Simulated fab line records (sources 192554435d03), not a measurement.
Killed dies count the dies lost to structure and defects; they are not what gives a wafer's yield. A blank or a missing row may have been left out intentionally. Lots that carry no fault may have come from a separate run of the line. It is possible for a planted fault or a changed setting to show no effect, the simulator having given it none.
fab line records	flow n5-finfet
[record] lots = 6	wafers = 18	last-day = 17
route steps=1938 shown BEOL_M8@1381 PASSIVATION@1936
lots with no fault: from the same line, run without faults
start-h: hours from the record's opening day to when the first of the lot's shown wafers began	wait-h: hours from the lot's prior step to this one	" as in the row above	L1.1+2: a row that stands for several wafers	- no value, or no start was given	* or withheld: withheld	< > ~ a bound
route shown NAME@n: a module of which the file shows steps, and the number in the route of the first	usual: the fault-free wafers' mean and standard deviation	same: alike in all rows	chamber/n: place in a boat	sites: each site's reading	_std_site: how widely they spread, as a standard deviation	_edge_site: the outer-site mean with the inner-site mean subtracted	radius-mm: how far each site lies from the wafer's centre	mask NAME#n: copy n	behind: the last tool/chamber to shape the wafer	hold: cause of the lot's hold/its duration in hours/its outcome	device: which transistor (n, p or np) failed to switch	end of line: the same wafers' tests at the end of the route	a step with no rows: only its recipe	killed: dies lost to structure and defects at the first sort, not the wafer's yield	map: dies across one wafer; x = killed, . = not, _ = none there
set.NAME: the run value of the setting; set.NAME@STEP: its run value at that earlier step	model.NAME: the simulator's own value behind a step, which no gauge read
a table for each step, a row for each wafer; lots at some steps of the route
services: when a tool's chamber went out of use (start-h, in hours from the record's first day, below 0 if earlier), for how many hours, and the reason
[[steps]]
[step N5_BEOL_M8_HM_STRIP_39]
[recipe] chemistry = peroxide-tin-strip	material = TiN	target-depth-a = 250	temp-c = 50	time-s = 158
[step N5_BEOL_M8_SRD_40]
[recipe] time-s = 30	temp-c = 23	rinse-liquid = diw	dry = ipa-marangoni
[step N5_BEOL_M8_PRECLEAN_42]
[recipe] chemistry = residue-remover	time-s = 60	temp-c = 40
[step N5_BEOL_M8_SRD_43]
[recipe] time-s = 30	temp-c = 23	rinse-liquid = diw	dry = ipa-marangoni
[step N5_BEOL_M8_CD_MEAS_35]
[recipe] target-cd-nm = 40	polarity = opening
[usual] cd-nm = 39.8/0.56
lot.wafer	tool	chamber	start-h	wait-h	cd-nm
L108.2	cd-sem-02	-	209.74	0.0	39.1
L108.4	"	-	"	"	40.2
L108.5	"	-	"	"	38.9
L113.1	cd-sem-03	-	238.32	0.0	39.6
L113.4	"	-	"	"	40.0
L113.5	"	-	"	"	40.0
L117.2	cd-sem-02	-	260.38	0.0	39.6
L117.3	"	-	"	"	39.6
L117.4	"	-	"	"	39.7
L119.2	cd-sem-03	-	283.09	0.0	39.7
L119.5	"	-	"	"	38.3
L119.6	"	-	"	"	39.3
L123.1	cd-sem-01	-	297.23	0.0	40.4
L123.2	"	-	"	"	38.6
L123.5	"	-	"	"	39.5
L130.1	cd-sem-02	-	334.57	0.0	40.3
L130.4	"	-	"	"	40.2
L130.5	"	-	"	"	39.7
[step N5_BEOL_M8_CURE_75]
[recipe] temp-c = 370	time-s = 120	ambient = DMADMS/He	material = SiCOH_lowk
[step N5_BEOL_M8_DEGAS_44]
[recipe] ambient = vacuum	temp-c = 250	time-s = 60
[usual] heater-power-w = 349/30
[same] time-s = 60
lot.wafer	tool	chamber	start-h	wait-h	heater-power-w
L108.2	pvd-sputter-03	-	211.33	1.4	334
L108.4	"	-	"	"	308
L108.5	"	-	"	"	390
L113.1	pvd-sputter-03	-	238.91	0.3	382
L113.4	"	-	"	"	307
L113.5	"	-	"	"	308
L117.2	pvd-sputter-01	-	261.18	0.7	381
L117.3	"	-	"	"	288
L117.4	"	-	"	"	338
L119.2	pvd-sputter-03	-	283.96	0.6	310
L119.5	"	-	"	"	314
L119.6	"	-	"	"	328
L123.1	pvd-sputter-03	-	297.76	0.4	399
L123.2	"	-	"	"	331
L123.5	"	-	"	"	383
L130.1	pvd-sputter-03	-	335.33	0.7	311
L130.4	"	-	"	"	379
L130.5	"	-	"	"	381
[step N5_BEOL_M8_PRE_CLEAN_45]
[recipe] gas = H2/He	time-s = 30	temp-c = 250
[step N5_BEOL_M8_ALD_77]
[recipe] material = TaN	target-thk-a = 20	temp-c = 275	ald-precursor-family = PDMAT	ald-co-reactant = NH3	pressure-torr = 3	carrier-flow-sccm = 1500	pulse-time-s = 2	purge-time-s = 3	co-reactant-purge-time-s = 2	co-reactant-pulse-time-s = 3	ald-cycles = 40	precursor-vessel-temp-c = 75	precursor-vessel-pressure-torr = 26.25	precursor-vessel-carrier-sccm = 1000
[usual] heater-power-w = 405/20
[same] ald-cycles = 40	co-reactant-pulse-time-s = 3
lot.wafer	tool	chamber	start-h	wait-h	heater-power-w
L108.2	ald-metal-04	2	211.43	0.0	375
L108.4	"	0	"	"	406
L108.5	"	0	"	"	399
L113.1	ald-metal-04	1	239.01	0.0	437
L113.4	"	2	"	"	369
L113.5	"	1	"	"	434
L117.2	ald-metal-02	1	261.51	0.3	405
L117.3	"	2	"	"	383
L117.4	"	0	"	"	384
L119.2	ald-metal-04	3	284.06	0.0	396
L119.5	"	0	"	"	407
L119.6	"	1	"	"	435
L123.1	ald-metal-04	1	297.86	0.0	434
L123.2	"	3	"	"	397
L123.5	"	0	"	"	406
L130.1	ald-metal-04	0	335.49	0.1	407
L130.4	"	2	"	"	369
L130.5	"	3	"	"	403
[step N5_BEOL_M8_SURFACE_TREAT_79]
[recipe] gas = Ar	time-s = *	ion-energy-ev = *	ion-current-ma-cm2 = 0.5	pressure-mtorr = *	ar-flow-sccm = 30
[usual] throttle-valve-pct = *
[same] time-s = *
lot.wafer	tool	chamber	start-h	wait-h	throttle-valve-pct
L108.2	pvd-sputter-02	-	211.72	0.2	*
L108.4	"	-	"	"	*
L108.5	"	-	"	"	*
L113.1	pvd-sputter-01	-	239.29	0.2	*
L113.4	"	-	"	"	*
L113.5	"	-	"	"	*
L117.2	pvd-sputter-01	-	261.90	0.3	*
L117.3	"	-	"	"	*
L117.4	"	-	"	"	*
L119.2	pvd-sputter-02	-	284.41	0.2	*
L119.5	"	-	"	"	*
L119.6	"	-	"	"	*
L123.1	pvd-sputter-03	-	298.14	0.2	*
L123.2	"	-	"	"	*
L123.5	"	-	"	"	*
L130.1	pvd-sputter-03	-	335.83	0.2	*
L130.4	"	-	"	"	*
L130.5	"	-	"	"	*
[step N5_BEOL_M8_CVD_78]
[recipe] material = Co	target-thk-a = 20	temp-c = withheld	precursor = CCTBA/H2	pressure-torr = 30	time-s = 142.3
[step N5_BEOL_M8_SPUTTER_48]
[recipe] material = Cu	target-thk-a = 100	temp-c = -20	bias-v = 60	power-w = 26000	chamber-pressure-pa = 0.13	time-s = 1.667
[usual] cathode-dc-power-W = 26000/5	chamber-pressure-pa = 0.13003/0.00023	throttle-valve-pct = 30.1/1.3
[same] time-s = 1.667
lot.wafer	tool	chamber	start-h	wait-h	cathode-dc-power-W	chamber-pressure-pa	throttle-valve-pct
L108.2	pvd-sputter-02	-	212.16	0.1	26002	0.12998	31.3
L108.4	"	-	"	"	26005	0.13003	30.3
L108.5	"	-	"	"	26004	0.13006	27.8
L113.1	pvd-sputter-03	-	239.47	0.1	26011	0.12992	31.6
L113.4	"	-	"	"	26006	0.12986	29.0
L113.5	"	-	"	"	26006	0.12981	31.6
L117.2	pvd-sputter-01	-	262.10	0.1	26001	0.12978	30.7
L117.3	"	-	"	"	26007	0.13	28.4
L117.4	"	-	"	"	26003	0.12994	28.5
L119.2	pvd-sputter-03	-	285.88	1.3	26002	0.13023	32.1
L119.5	"	-	"	"	26003	0.12977	31.4
L119.6	"	-	"	"	25997	0.12969	29.0
L123.1	pvd-sputter-03	-	298.34	0.1	26002	0.12979	29.6
L123.2	"	-	"	"	25995	0.12963	31.5
L123.5	"	-	"	"	25999	0.12996	28.9
L130.1	pvd-sputter-03	-	336.10	0.2	26004	0.13016	31.5
L130.4	"	-	"	"	26006	0.13033	28.7
L130.5	"	-	"	"	26006	0.12997	31.4
[step N5_BEOL_M8_ECD_50]
[recipe] material = Cu	target-thk-a = 3000
lot.wafer	tool	chamber	start-h	wait-h	model.Cu_of_BEOL_M8_ECD_50.thk-nm
L108.2	ecd-cu-01	1	212.28	0.1	300.8
L108.4	"	1	"	"	297.8
L108.5	"	1	"	"	299.8
L113.1	ecd-cu-02	0	239.58	0.1	296
L113.4	"	0	"	"	296.2
L113.5	"	1	"	"	300.6
L117.2	ecd-cu-01	0	262.22	0.1	298.6
L117.3	"	1	"	"	295.4
L117.4	"	0	"	"	301.4
L119.2	ecd-cu-02	1	286.00	0.1	299.8
L119.5	"	1	"	"	299.4
L119.6	"	0	"	"	435.8
L123.1	ecd-cu-02	1	298.46	0.1	301.8
L123.2	"	0	"	"	431
L123.5	"	0	"	"	434.6
L130.1	ecd-cu-01	1	336.22	0.1	299.2
L130.4	"	1	"	"	302.2
L130.5	"	1	"	"	297.4
[step N5_BEOL_M8_ANNEAL_51]
[recipe] temp-c = 225	time-s = 90	ambient = N2
[usual] wafer_temp_C_max = 225.78/0.3
[same] time-s = 90
lot.wafer	tool	chamber	start-h	wait-h	wafer_temp_C_max
L108.2	rtp-anneal-01	0	212.42	0.1	225.34
L108.4	"	0	"	"	225.82
L108.5	"	0	"	"	225.61
L113.1	rtp-anneal-02	0	239.98	0.4	226.18
L113.4	"	0	"	"	226.04
L113.5	"	0	"	"	225.94
L117.2	rtp-anneal-02	0	263.07	0.8	225.87
L117.3	"	0	"	"	226.42
L117.4	"	0	"	"	226.10
L119.2	rtp-anneal-02	0	286.14	0.1	226.08
L119.5	"	0	"	"	226.27
L119.6	"	0	"	"	226.01
L123.1	rtp-anneal-02	0	298.55	0.1	225.76
L123.2	"	0	"	"	225.99
L123.5	"	0	"	"	226.11
L130.1	rtp-anneal-01	0	337.01	0.8	225.69
L130.4	"	0	"	"	225.52
L130.5	"	0	"	"	225.50
[step N5_BEOL_M8_CMP_52]
[recipe] stop-on = SiCOH_lowk	t-overpolish-s = 6.9	down-force-psi = 1	platen-rpm = 50	clearing-platen-down-force-psi = 1.5	clearing-platen-rpm = 50	post-cmp-clean = cu-alkaline	target-thk-nm = 80	clearing-platen-pad-velocity-m-s = 0.99484	pad-velocity-m-s = 0.99484
[usual] motor-current-A = 5.9/0.56	time-to-endpoint-s = 63/3.7
lot.wafer	tool	chamber	start-h	wait-h	motor-current-A	time-to-endpoint-s
L108.4	cmp-04	1	212.67	0.1	5.9	70
L108.2	"	0	"	"	5.3	70
L108.5	"	2	"	"	5.2	66
L113.1	cmp-04	3	240.29	0.3	6.2	61
L113.4	"	0	"	"	5.2	61
L113.5	"	3	"	"	6.3	66
L117.4	cmp-03	1	263.34	0.1	6.8	62
L117.3	"	2	"	"	6.4	56
L117.2	"	0	"	"	5.4	61
L119.2	cmp-04	1	286.39	0.2	6.0	71
L119.5	"	1	"	"	6.1	69
L119.6	"	2	"	"	5.4	92
L123.2	cmp-03	1	298.85	0.2	6.2	91
L123.1	"	2	"	"	6.4	59
L123.5	"	1	"	"	6.3	91
L130.1	cmp-04	0	337.31	0.3	5.1	62
L130.4	"	2	"	"	4.7	62
L130.5	"	1	"	"	5.9	65
[step N5_BEOL_M8_THK_MEAS_53]
[recipe] thk-meas-gauge = xrf	reads = Cu_of_BEOL_M8_ECD_50
[usual] M8_THK = 81.1/1.9
lot.wafer	tool	chamber	start-h	wait-h	M8_THK[nm]
L108.2	film-metro-01	-	212.97	-	78.5
L108.4	"	-	"	"	81.1
L108.5	"	-	"	"	80.6
L113.1	film-metro-02	-	240.59	-	78.9
L113.4	"	-	"	"	78.7
L113.5	"	-	"	"	78.8
L117.2	film-metro-02	-	263.63	-	81.1
L117.3	"	-	"	"	80.5
L117.4	"	-	"	"	83.1
L119.2	film-metro-01	-	286.69	-	82.4
L119.5	"	-	"	"	82.7
L119.6	"	-	"	"	80.9
L123.1	film-metro-02	-	299.15	-	80.7
L123.2	"	-	"	"	83.6
L123.5	"	-	"	"	83.0
L130.1	film-metro-02	-	337.61	-	81.3
L130.4	"	-	"	"	82.1
L130.5	"	-	"	"	82.1
[step N5_PASSIVATION_PROBE_49]
[usual] defect-limited-yield = 91.5/1.4	killed_at_M0_to_M3 = 32/9.7	killed_at_M4_up = 14/5.3	killed-at-contacts = 11/6	killed-at-front-end = 39/14	killed-at-other = 3.3/2.7	killed-dies = 100/17	killed-on-rim = 14/4	killed-open = 66/13	killed-short = 32/7.4	sort_bin_5_function = 4.9/0.9	sort_bin_6_memory = 3.2/0.72	sort-n-pass = 1080/17	sort-yield-pct = 91.5/1.4
[same] gross-dies = 1180	killed-at-back-side = 0	sort_bin_4_leakage[%] = 0	sort_bin_8_speed[%] = 0
lot.wafer	tool	chamber	start-h	wait-h	defect-limited-yield[%]	killed_at_M0_to_M3	killed_at_M4_up	killed-at-contacts	killed-at-front-end	killed-at-other	killed-dies	killed-on-rim	killed-open	killed-short	sort_bin_5_function[%]	sort_bin_6_memory[%]	sort-n-pass	sort-yield-pct[%]
L113.1	prober-02	-	305.13	0.0	92.8	33	19	10	17	6	85	13	50	32	3.6	3.5	1095	92.8
L113.4	prober-02	-	305.28	0.2	92.5	31	14	13	20	10	88	17	59	28	4.2	2.8	1092	92.5
L113.5	prober-02	-	305.33	0.2	92.5	39	22	7	21	0	89	10	62	26	4.6	2.6	1091	92.5
L119.2	prober-02	-	351.42	0.1	90.1	40	13	2	47	15	117	18	86	31	6.9	2.8	1063	90.1
L119.5	prober-02	-	351.57	0.2	91.0	32	17	4	47	6	106	11	75	31	5.8	3.1	1074	91.0
L119.6	prober-02	-	351.62	0.3	92.1	51	6	6	28	2	93	8	64	29	4.8	3.0	1087	92.1
L123.1	prober-02	-	367.85	0.0	94.4	28	3	5	29	1	66	9	44	20	3.1	2.4	1114	94.4
L123.2	prober-02	-	367.90	0.1	88.3	39	9	28	56	6	138	12	96	36	6.8	4.0	1042	88.3
L123.5	prober-02	-	368.05	0.2	93.2	19	7	14	32	8	80	12	62	17	4.4	2.3	1100	93.2
// killed by level:class
L113.1 BEOL_M4:geometric-particle:open=10 MOL_CONTACT_COAG:geometric-particle:open=9 BEOL_M3:geometric-particle:short=6 BEOL_M0_SAQP:geometric-particle:short=5 BEOL_M1:geometric-particle:open=5 BEOL_M3:geometric-particle:open=5 STI_FIN_REVEAL:geometric-particle:open=4 STARTING-WAFER:geometric-particle:short=4
L113.4 MOL_CONTACT_COAG:geometric-particle:open=9 STI_FIN_REVEAL:geometric-particle:open=7 BEOL_M0:geometric-particle:open=6 BEOL_M3:geometric-particle:open=6 BEOL_M4:geometric-particle:open=6 BEOL_M1:geometric-particle:open=5 BEOL_M2:geometric-particle:short=5 GATE_CUT:geometric-particle:short=4
L113.5 BEOL_M1:geometric-particle:open=11 STI_FIN_REVEAL:geometric-particle:open=10 BEOL_M0_SAQP:geometric-particle:short=8 BEOL_M4:geometric-particle:open=7 MOL_CONTACT_COAG:geometric-particle:open=6 BEOL_M0:geometric-particle:open=6 BEOL_M2:geometric-particle:open=6 BEOL_M5:geometric-particle:open=4
L119.2 BEOL_M0_SAQP:geometric-particle:short=10 FIN_SAQP:geometric-particle:short=9 FIN_SAQP:geometric-particle:open=8 STI_FIN_REVEAL:geometric-particle:open=8 BEOL_M0_SAQP:geometric-particle:open=8 BEOL_M1:geometric-particle:open=8 BEOL_M3:geometric-particle:open=8 MIM_TOP_ETCH:geometric-particle:open=7
L119.5 DUMMY_GATE:geometric-particle:open=16 BEOL_M3:geometric-particle:open=14 FIN_SAQP:geometric-particle:short=6 STI_FIN_REVEAL:geometric-particle:open=6 BEOL_M0_SAQP:geometric-particle:short=6 BEOL_M4:geometric-particle:open=5 DUMMY_GATE:geometric-particle:short=4 MOL_CONTACT_COAG:geometric-particle:open=4
L119.6 BEOL_M0_SAQP:geometric-particle:open=10 BEOL_M3:geometric-particle:open=10 BEOL_M0_SAQP:geometric-particle:short=8 BEOL_M2:geometric-particle:open=7 BEOL_M1:geometric-particle:open=5 MOL_CONTACT_COAG:geometric-particle:open=5 FIN_SAQP:geometric-particle:open=4 STI_FIN_REVEAL:geometric-particle:open=4
L123.1 BEOL_M2:geometric-particle:open=9 GATE_CUT:geometric-particle:open=5 MOL_CONTACT_COAG:geometric-particle:open=5 BEOL_M0_SAQP:geometric-particle:short=5 BEOL_M3:geometric-particle:open=5 FIN_SAQP:geometric-particle:short=4 GATE_CUT:geometric-particle:short=4 FIN_SAQP:geometric-particle:open=3
L123.2 MOL_CONTACT_COAG:geometric-particle:open=24 FIN_SAQP:geometric-particle:open=17 STI_FIN_REVEAL:geometric-particle:open=10 BEOL_M3:geometric-particle:open=9 BEOL_M0_SAQP:geometric-particle:short=7 BEOL_M0_SAQP:geometric-particle:open=6 BEOL_M2:geometric-particle:open=6 HKMG_FIN:area-etch=6
L123.5 MOL_CONTACT_COAG:geometric-particle:open=13 DUMMY_GATE:geometric-particle:open=9 FIN_SAQP:geometric-particle:open=6 BEOL_M0:geometric-particle:open=6 STI_FIN_REVEAL:geometric-particle:open=5 PASS1_DEP:geometric-particle:open=5 BEOL_M4:geometric-particle:open=3 BEOL_M2:geometric-particle:open=3
[[services]]
tool	chamber	start-h	hours	kind
cmp-03	-	188.14	-	consumable-replace:conditioner
cmp-03	-	188.14	-	consumable-replace:pad
cmp-04	-	219.35	4.8	pm
cmp-04	-	230.39	0.8	repair
ald-metal-04	-	240.61	4.3	pm
cmp-04	-	244.50	5.0	repair
ald-metal-02	3	253.82	17.0	repair
ald-metal-02	-	269.30	2.8	pm
cmp-03	-	269.63	1.2	repair
ald-metal-04	0	281.30	1.5	repair
ald-metal-04	0	308.46	3.1	repair
cmp-04	-	320.90	7.0	repair
cmp-04	-	332.15	4.0	pm
ecd-cu-02	-	334.62	3.3	repair
cmp-04	-	336.15	-	consumable-replace:conditioner
cmp-04	-	336.15	-	consumable-replace:pad
[[key]]
[first-sign] step = N5_BEOL_M8_CMP_52	reading = time-to-endpoint-s	direction = up	sigmas = 7.6	usual = *	struck = *
effect none on later readings
[model-effect] step = N5_BEOL_M8_ECD_50	value = Cu_of_BEOL_M8_ECD_50.thk-nm	without = 297.8	struck = 433.8
met-at N5_BEOL_M8_ECD_50
struck-wafers L119.6,L123.2,L123.5
onset-between 239.58 286.00
[fault] kind = process-parameter-drift	tool = ecd-cu-02	chamber = 0	onset-h = 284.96	steps = N5_BEOL_M8_ECD_50	channel = target-thk-a	offset = *	shape = step	end-h = 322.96	acts-in = *	stated = *
